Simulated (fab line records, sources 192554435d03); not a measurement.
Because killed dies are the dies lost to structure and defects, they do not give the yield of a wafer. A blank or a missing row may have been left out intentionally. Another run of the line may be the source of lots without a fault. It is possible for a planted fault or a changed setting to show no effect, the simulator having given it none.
One fault through the eyes of 2 desks / flow n5 finfet / what lay behind the numbers comes last; until then each desk has only its own

== THE METROLOGY DESK ==
What the gauges read, lot by lot, whatever tool the lot ran on: means of the sampled wafers that have a number. If a lot's mean is further than 4 standard deviations from the usual mean, the lot is out of limits and carries the mark OUT (the distance appears in the brackets).
Columns: A = trench depth nm at N5_BEOL_M13_OCD_MEAS_35, usual 414 nm; B = M14_ILD_THK at N5_BEOL_M14_THK_MEAS_01, usual 1116 nm
lot=L883; first seen here=day 11 18:31; A=410; B=1118
lot=L886; first seen here=day 12 13:35; A=414; B=1096
lot=L887; first seen here=day 12 19:56; A=416; B=1120
lot=L888; first seen here=day 13 01:24; A=421; B=1141
lot=L891; first seen here=day 13 13:21; A=425; B=1134
lot=L889; first seen here=day 13 20:13; A=411; B=1148
lot=L898; first seen here=day 15 08:58; A=408; B=1103
lot=L901; first seen here=day 15 17:55; A=418; B=1130
lot=L899; first seen here=day 15 23:38; A=414; B=1144
lot=L903; first seen here=day 16 20:57; A=413; B=1101
lot=L905; first seen here=day 17 12:58; A=404; B=1136
This desk found nothing out of limits on any of the 11 lots.

== THE TOOL OWNER'S DESK: pecvd-03 ==
The tool's own readings at N5_BEOL_M14_ILD_DEP_00 (deposits SiO2 from TEOS/O2, target thk 1119.3 nm, time 237.4 s): means of the sampled wafers that have a number, for each lot that ran on this tool. If a lot's mean is further than 4 standard deviations from the usual mean, the lot is out of limits and carries the mark OUT (the distance appears in the brackets).
Columns: A = heater power w at N5_BEOL_M14_ILD_DEP_00, usual 549 W; B = showerhead plenum p Torr at N5_BEOL_M14_ILD_DEP_00, usual 8.34 Torr; C = throttle valve pct at N5_BEOL_M14_ILD_DEP_00, usual 19.0 %
lot=L883; first seen here=day 11 22:56; A=623; B=8.34; C=19.5
lot=L886; first seen here=day 12 19:39; A=656; B=8.35; C=18.8
lot=L887; first seen here=day 12 22:43; A=493; B=8.34; C=19.8
lot=L888; first seen here=day 13 06:30; A=510; B=8.33; C=19.9
lot=L891; first seen here=day 13 16:56; A=619; B=8.35; C=19.0
lot=L889; first seen here=day 14 00:14; A=644; B=8.34; C=18.7
This desk found nothing out of limits on any of the 6 lots.

== PUT TOGETHER ==
Nothing out of limits was seen by the metrology desk.
The desk of the tool owner found nothing out of limits.

== WHAT HAD BEEN PUT IN BY THE SIMULATOR ==
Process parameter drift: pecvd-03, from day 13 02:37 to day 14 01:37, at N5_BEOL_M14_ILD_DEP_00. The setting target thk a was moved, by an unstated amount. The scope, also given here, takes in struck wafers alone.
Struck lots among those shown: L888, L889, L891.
